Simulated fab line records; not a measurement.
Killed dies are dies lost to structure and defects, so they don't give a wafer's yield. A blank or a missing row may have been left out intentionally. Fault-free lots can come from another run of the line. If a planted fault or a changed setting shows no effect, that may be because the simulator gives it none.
Split-lot study | flow n5_finfet | 21 wafers read across 7 lots, on a route 1938 steps long

ABOUT THE SPLIT
At N5_HKMG_FIN_ETCH_58 (etches SOC in N2/H2, target depth 215.8 nm, time 741 s), the setting bias_w was moved away from the recipe's 13 W on 5 of the 21 wafers read, by -17.1% to +17.8%. All remaining wafers had this setting at the recipe value.

Reading taken at the split's own step.

THE READING
rf_vpp_V, in V, at N5_HKMG_FIN_ETCH_58 (etches SOC in N2/H2, target depth 215.8 nm, time 741 s). On this fab line, fault-free wafers typically give 99.2 V with a standard deviation of 1 V.

wafer  | tool, chamber at the split | bias_w as run, W | against the recipe | rf_vpp_V, V | against lot-mates on the recipe
L076.1 | rie_diel-05, 2             | 13               | recipe             | 100.4       | -
L076.3 | rie_diel-05, 0             | 13               | recipe             | 99.4        | -
L076.6 | rie_diel-05, 1             | 13               | recipe             | 99.4        | -
L077.1 | rie_diel-06, 0             | 13               | recipe             | 99.9        | -
L077.2 | rie_diel-06, 3             | 10.78            | -17.1%             | 88.2        | -11.8
L077.6 | rie_diel-06, 1             | 13               | recipe             | 100.1       | -
L081.1 | rie_diel-06, 1             | 13               | recipe             | 98.4        | -
L081.2 | rie_diel-06, 2             | 13               | recipe             | 99.8        | -
L081.3 | rie_diel-06, 3             | 13               | recipe             | 99.3        | -
L084.2 | rie_diel-06, 3             | 13               | recipe             | 101.3       | -
L084.4 | rie_diel-06, 0             | 13               | recipe             | 98.3        | -
L084.6 | rie_diel-06, 0             | 15.32            | +17.8%             | 108.6       | +8.8
L085.1 | rie_diel-06, 2             | 10.98            | -15.5%             | 89.0        | no lot-mate on the recipe
L085.2 | rie_diel-06, 3             | 10.98            | -15.5%             | 90.6        | no lot-mate on the recipe
L085.5 | rie_diel-06, 1             | 10.98            | -15.5%             | 89.8        | no lot-mate on the recipe
L088.1 | rie_diel-06, 1             | 13               | recipe             | 98.2        | -
L088.5 | rie_diel-06, 1             | 13               | recipe             | 99.0        | -
L088.6 | rie_diel-06, 0             | 13               | recipe             | 100.2       | -
L094.1 | rie_diel-06, 0             | 13               | recipe             | 99.0        | -
L094.3 | rie_diel-06, 3             | 13               | recipe             | 98.6        | -
L094.6 | rie_diel-06, 3             | 13               | recipe             | 98.5        | -

FIT RESULTS
A straight line over all 21 wafers: rf_vpp_V changes by +0.595 V for each +1% of bias_w; r = +0.98; the points scatter about the line by 0.9 V.
The same after taking each lot's own level away (the mean of its wafers on the recipe; 18 wafers): +0.588 V for each +1%; r = +0.97; scatter 0.92 V.
The reading moves by 10 V for the largest change in bias_w, on that fit.
The lots' own levels span 98.70 to 100.00 V, that is 1.3 times the standard deviation above.
The two slopes are in agreement: the lot-to-lot level therefore moves the slope only a little.
Check: for one of the wafers moved furthest among these (+17.8%), held out of the fit, the line's prediction against its lot-mates is +12.3 V. Against them it came out at +8.8 V.
Tool readings at the split's step, against how far the setting was moved: rf_vpp_V r = +0.98.

FURTHER SPLITS ON THESE WAFERS
Other splits were also applied to these wafers ahead of the reading. Each is held against what the fit with the lots' levels taken away leaves over:
other split on the same wafers         | wafers away from the commonest value | r with rf_vpp_V (lot level and that fit taken away)
N5_SD_EPI_P_PEB_07 peb_time_s          | 9                                    | -0.05
N5_SD_EPI_P_ETCHBACK_46 over_etch_frac | 7                                    | +0.10
N5_HKMG_FIN_ETCH_54 source_w           | 7                                    | +0.32

THE WHOLE CHAIN: every reading that the file lists as answering this split, in the file's order
step                 | what it does                                           | reading                                                                         | change (the file's fit)               | r (the file's)
N5_HKMG_FIN_ETCH_58  | etches SOC in N2/H2, target depth 215.8 nm, time 741 s | rf_vpp_V                                                                        | +0.587 V for each +1% of the setting  | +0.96
N5_HKMG_FIN_ETCH_58  | etches SOC in N2/H2, target depth 215.8 nm, time 741 s | etch.depth_nm (the simulator's own value, which no gauge read)                  | +0.807 nm for each +1% of the setting | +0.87
N5_HKMG_FIN_ETCH_58  | etches SOC in N2/H2, target depth 215.8 nm, time 741 s | SOC_of_HKMG_FIN_COAT_41.thk_nm (the simulator's own value, which no gauge read) | -0.809 nm for each +1% of the setting | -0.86
N5_HKMG_FIN_ETCH_58  | etches SOC in N2/H2, target depth 215.8 nm, time 741 s | HKMG_FIN.feature_depth_nm (the simulator's own value, which no gauge read)      | +0.801 nm for each +1% of the setting | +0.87
N5_HKMG_FIN_STRIP_93 | strips SOC in N2/H2, time 20 s                         | SOC_of_HKMG_FIN_COAT_41.thk_nm (the simulator's own value, which no gauge read) | -0.804 nm for each +1% of the setting | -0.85

FILE'S OWN FIT
rf_vpp_V changes by +0.587 V for each +1% of bias_w, r = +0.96.
